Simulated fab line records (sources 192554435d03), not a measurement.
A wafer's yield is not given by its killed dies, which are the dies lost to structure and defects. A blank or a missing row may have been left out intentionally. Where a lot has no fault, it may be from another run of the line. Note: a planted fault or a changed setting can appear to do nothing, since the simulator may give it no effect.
Split-lot trial + flow n5_finfet + 7 lots, 21 wafers read, on a route of 1938 steps

## ON THE SPLIT
At N5_BEOL_M1_PECVD_72 (deposits SiO2 from TEOS/O2, target thk 16 nm, time 18 s), the setting time_s was moved away from the recipe's 18 s on 5 of the 21 wafers read, by -14.8% to +9.6%. The other wafers ran this setting at the recipe's value.

The reading is taken at the split's own step.

## THE READING
SiO2_of_BEOL_M1_PECVD_72.thk_nm (the simulator's own value, which no gauge read), in nm, at N5_BEOL_M1_PECVD_72 (deposits SiO2 from TEOS/O2, target thk 16 nm, time 18 s). The file gives no usual value for it. Across the 16 wafers here that went through the recipe, the average is 15.9 nm and the standard deviation 0.22 nm.

| wafer  | tool, chamber at the split | time_s as run, s | against the recipe | SiO2_of_BEOL_M1_PECVD_72.thk_nm, nm | against lot-mates on the recipe |
|--------|----------------------------|------------------|--------------------|-------------------------------------|---------------------------------|
| L074.1 | pecvd-01, 0,1,2            | 18               | recipe             | 15.8                                | -                               |
| L074.4 | pecvd-01, 0,1,2            | 18               | recipe             | 15.8                                | -                               |
| L074.5 | pecvd-01, 0,1,2            | 18               | recipe             | 15.8                                | -                               |
| L076.1 | pecvd-04, 1                | 18               | recipe             | 16                                  | -                               |
| L076.2 | pecvd-04, 2,0              | 18               | recipe             | 16.2                                | -                               |
| L076.3 | pecvd-04, 2,0              | 18               | recipe             | 16.2                                | -                               |
| L077.1 | pecvd-01, 2                | 18               | recipe             | 16.2                                | -                               |
| L077.3 | pecvd-01, 1                | 15.64            | -13.1%             | 13.6                                | -2.4                            |
| L077.6 | pecvd-01, 1                | 18               | recipe             | 15.8                                | -                               |
| L078.2 | pecvd-02, 2,1              | 18               | recipe             | 15.8                                | -                               |
| L078.3 | pecvd-02, 2,1              | 18               | recipe             | 15.8                                | -                               |
| L078.6 | pecvd-02, 1                | 19.72            | +9.6%              | 17.4                                | +1.6                            |
| L081.1 | pecvd-04, 2,1,0            | 18               | recipe             | 16                                  | -                               |
| L081.3 | pecvd-04, 2,1,0            | 18               | recipe             | 16                                  | -                               |
| L081.4 | pecvd-04, 2,1,0            | 18               | recipe             | 16                                  | -                               |
| L085.1 | pecvd-04, 0                | 18               | recipe             | 15.4                                | -                               |
| L085.4 | pecvd-04, 0                | 16.93            | -5.9%              | 14.8                                | -1.0                            |
| L085.5 | pecvd-04, 1                | 18               | recipe             | 16.2                                | -                               |
| L088.1 | pecvd-02, 0                | 18               | recipe             | 15.6                                | -                               |
| L088.2 | pecvd-02, 1                | 15.34            | -14.8%             | 13                                  | -2.6                            |
| L088.3 | pecvd-02, 2                | 15.34            | -14.8%             | 13.4                                | -2.2                            |
When a row names more than one chamber, that row covers several wafers, and the file does not tell which wafer ran in which chamber.

THE FIT
A straight line over all 21 wafers: SiO2_of_BEOL_M1_PECVD_72.thk_nm changes by +0.177 nm for each +1% of time_s; r = +0.98; the points scatter about the line by 0.22 nm.
The same after taking each lot's own level away (the mean of its wafers on the recipe; 21 wafers): +0.168 nm for each +1%; r = +0.99; scatter 0.17 nm.
That fit puts the effect of the largest move of time_s on the reading at 2.5 nm.
The span of the lots' own levels, 15.60 to 16.13 nm, comes to 2.4 times the standard deviation stated above.
The two slopes are in agreement: the lot-to-lot level therefore moves the slope only a little.
Check: -2.44 nm against its lot-mates is what the line predicts for one of the wafers moved furthest among these (-14.8%) when that wafer is left out of the fit. It came out at -2.6 nm against them.

## ADDITIONAL SPLITS CARRIED BY THESE WAFERS
Note: prior to the reading, these wafers also went through further splits. Each is held against what the fit with the lots' levels taken away leaves over:
| other split on the same wafers   | wafers away from the commonest value | r with SiO2_of_BEOL_M1_PECVD_72.thk_nm (lot level and that fit taken away) |
|----------------------------------|--------------------------------------|----------------------------------------------------------------------------|
| N5_BEOL_M0_SAQP_PECVD_04 time_s  | 6                                    | +0.49                                                                      |
| N5_BEOL_M0_SAQP_COAT_87 spin_rpm | 7                                    | +0.00                                                                      |
| N5_BEOL_M1_ILD_DEP_00 time_s     | 5                                    | +0.13                                                                      |

## THE FILE'S OWN FIT
SiO2_of_BEOL_M1_PECVD_72.thk_nm changes by +0.171 nm for each +1% of time_s, r = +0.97.
